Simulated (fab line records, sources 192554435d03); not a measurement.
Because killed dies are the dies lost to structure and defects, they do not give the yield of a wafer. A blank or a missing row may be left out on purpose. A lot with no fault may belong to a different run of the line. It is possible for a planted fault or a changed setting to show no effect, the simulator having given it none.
A lot that was struck, set against a sound lot / flow n5_finfet / 21 steps out of a route of 1938
Sound: wafers L494.1, L494.4, L494.6. Wafers L499.4, L499.5, L499.6 were the ones struck. The cause is given at the end.
Each step with rows lists, per side, the tool, then ch with its chambers, then its first start. Under that, the readings that differ: sound wafers / struck wafers / difference of the means / sigmas: that difference in standard deviations of wafers without a fault.
alike: readings with means less than 2 such deviations apart, plus words and numbers identical on both sides. not compared: withheld readings, readings lacking a value on some wafer, bounds such as >300 that could conceal the same value, and numbers that have no deviation in the record and whose values overlap.
The two part at a step that has a row with sigmas, a row that says differs or no value, or rows on one side only. Non-overlapping numbers with no deviation appear without sigmas and do not part them. Lack of a reading on every wafer of one side parts them only where that side has two or more wafers.

first, 9 steps without rows for these wafers: N5_GATE_CUT_STRIP_21 (strips in N2/H2, time 30 s); N5_GATE_CUT_STRIP_29 (strips in post etch residue remover, time 60 s); N5_GATE_CUT_SRD_52 (time 30 s); N5_GATE_CUT_ALD_22 (deposits SiNx, target thk 16 nm, pulse time 1 s, ald cycles 320); N5_GATE_CUT_CMP_23 (polishes, stops on SiO2, t overpolish 23.4 s, target thk 16 nm); N5_GATE_CUT_CMP_43 (polishes SiO2); N5_GATE_CUT_CMP_61 (polishes, stops on SiNx, t overpolish 3 s); N5_MOL_CONTACT_COAG_COAT_103 (time 60 s, resist thk 80 nm); N5_MOL_CONTACT_COAG_COAT_104 (time 60 s, resist thk 12 nm).
N5_MOL_CONTACT_COAG_COAT_58: time 60 s, resist thk 10 nm.
  sound on litho_track-04 ch 0, day 6 11:12; struck on litho_track-04 ch 0, day 7 07:47
reading=spin_speed_rpm (rpm); sound=1497.7 1499.9 1498.8; struck=1448.9 1450.2 1448.9; difference=-49.5; sigmas=-51
then, 7 steps without rows for these wafers: N5_MOL_CONTACT_COAG_COAT_02 (resist thk 30 nm); N5_MOL_CONTACT_COAG_EBR_04; N5_MOL_CONTACT_COAG_SOFTBAKE_03 (time 60 s); N5_MOL_CONTACT_COAG_EXPOSE_05 (exposes mask CA, defocus 0 nm); N5_MOL_CONTACT_COAG_PEB_06 (peb time 60 s); N5_MOL_CONTACT_COAG_DEVELOP_07 (develop time 30 s); N5_MOL_CONTACT_COAG_DESCUM_13 (chemistry O2, time 7 s).
N5_MOL_CONTACT_COAG_ETCH_59: etches underlayer in N2/H2, target depth 13 nm, time 10.4 s.
  sound on rie_diel-04 ch 1,2,3, day 6 11:37; struck on rie_diel-04 ch 0,1,3, day 7 08:16
reading=model.etch.depth_nm (nm); sound=10.01 9.979 10.03; struck=10.2 10.2 10.2; difference=+0.2; sigmas=
  alike: drypump_motor_current_A, etch_rf_on_time_s, oes_product_au, rf_vpp_V, showerhead_plenum_p_Torr, throttle_valve_pct
  not compared: rf_hours_counter_h
then, 1 step without rows for these wafers: N5_MOL_CONTACT_COAG_ETCH_105 (etches SiARC in CF4, target depth 15.6 nm, time 26 s).
-- the record jumps here: 6 days lie between the struck wafers' starts before and after (it left off in module MOL_CONTACT_COAG and takes up again in module BEOL_M4, whose first step shown is number 1111 of the route) --
N5_BEOL_M4_RC_MEAS_101:
  sound on prober-01 ch 0, day 12 01:31; struck on prober-02 ch 0, day 13 06:49
reading=ION_N (uA/um); sound=686 681 697; struck=629 686 644; difference=-35; sigmas=-2
reading=ION_P (uA/um); sound=476 483 486; struck=443 476 448; difference=-26; sigmas=-3
reading=VT_P (mV); sound=-244 -241 -244; struck=-260 -247 -254; difference=-11; sigmas=-3
  alike: DIBL_N, DIBL_P, IOFF_N, IOFF_P, SS_N, SS_P, VT_N
-- record jumps: 4 days separate the struck wafers' starts on either side; left off in module BEOL_M4, taken up again in module PASSIVATION, whose first shown step is the route's number 1936 --
N5_PASSIVATION_PROBE_49:
  sound: prober-02 at day 16 03:25; struck: prober-01 at day 17 14:40
reading=sort_bin_8_speed (%); sound=0 0.1 0; struck=10.9 0 0; difference=+3.6; sigmas=+4
reading=sort_n_pass; sound=1088 1090 1098; struck=976 1091 1073; difference=-45; sigmas=-2
reading=sort_yield_pct (%); sound=92.2 92.4 93.1; struck=82.7 92.5 90.9; difference=-3.9; sigmas=-2
  alike: defect_limited_yield, killed_at_M0_to_M3, killed_at_M4_up, killed_at_contacts, killed_at_front_end, killed_at_other, killed_dies, killed_open, killed_short, sort_bin_4_leakage, sort_bin_5_function, sort_bin_6_memory

## WHERE THEY PART
Last at N5_PASSIVATION_PROBE_49 as far as this record goes, first at N5_MOL_CONTACT_COAG_COAT_58.

WHY: what the simulator had put in
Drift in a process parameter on litho_track-04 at N5_MOL_CONTACT_COAG_COAT_58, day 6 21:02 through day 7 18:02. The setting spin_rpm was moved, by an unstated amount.
